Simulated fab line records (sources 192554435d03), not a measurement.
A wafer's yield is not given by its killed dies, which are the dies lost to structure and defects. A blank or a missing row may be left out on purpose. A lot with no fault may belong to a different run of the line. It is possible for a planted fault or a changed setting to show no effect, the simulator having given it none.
Matching of chambers ; flow n5-finfet ; ald-metal-04 running N5_HKMG_FIN_ALD_71: 4 sister chambers
The step deposits TiN, target thk 1 nm, pulse time 1 s, purge time 3 s. 8 wafers are shown with their chamber, then 8 later ones without.

WAFERS WITH THEIR CHAMBER
wafer;chamber;heater-power-w (W);precursor-pulse-height-rel
L082.6;0;905;1.003
L083.2;0;933;0.988
L083.3;3;935;0.971
L083.5;1;819;0.983
L087.2;3;929;0.999
L087.4;2;846;1.020
L087.5;2;866;0.991
L092.2;1;810;1.026

WAFERS WITH NO CHAMBER GIVEN
wafer;heater-power-w (W);precursor-pulse-height-rel
L092.4;851;0.997
L092.5;904;1.008
L094.3;824;1.026
L094.4;937;1.008
L094.6;943;1.011
L096.2;823;1.000
L096.3;931;0.957
L096.5;802;1.036

THE CHAMBER EACH PASSED THROUGH
wafer;from the rows above;in truth
L092.4;2;2
L092.5;can't be placed: 0 or 3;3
L094.3;can't be placed: 1 or 2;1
L094.4;can't be placed: 3 or 0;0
L094.6;can't be placed: 3 or 0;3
L096.2;can't be placed: 1 or 2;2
L096.3;can't be placed: 3 or 0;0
L096.5;1;1
Correctly placed: 2 of 8. Not placeable from these rows: 6 (in 6, the candidates include the true chamber). 0 placed wrongly.
How it was worked out, from the rows above alone: a wafer's distance from a chamber is the root of the sum, over the readings, of the square of ((its reading less the chamber's mean) divided by the reading's scatter). The wafer belongs to the nearest chamber; if the next one is less than 2 further off, it can't be placed. Each chamber's mean is taken over the wafers shown for it. How the scatter is found: for the shown wafers, subtract from each reading the mean of its chamber, square and add these, divide the total by (wafers less chambers), then take the root.
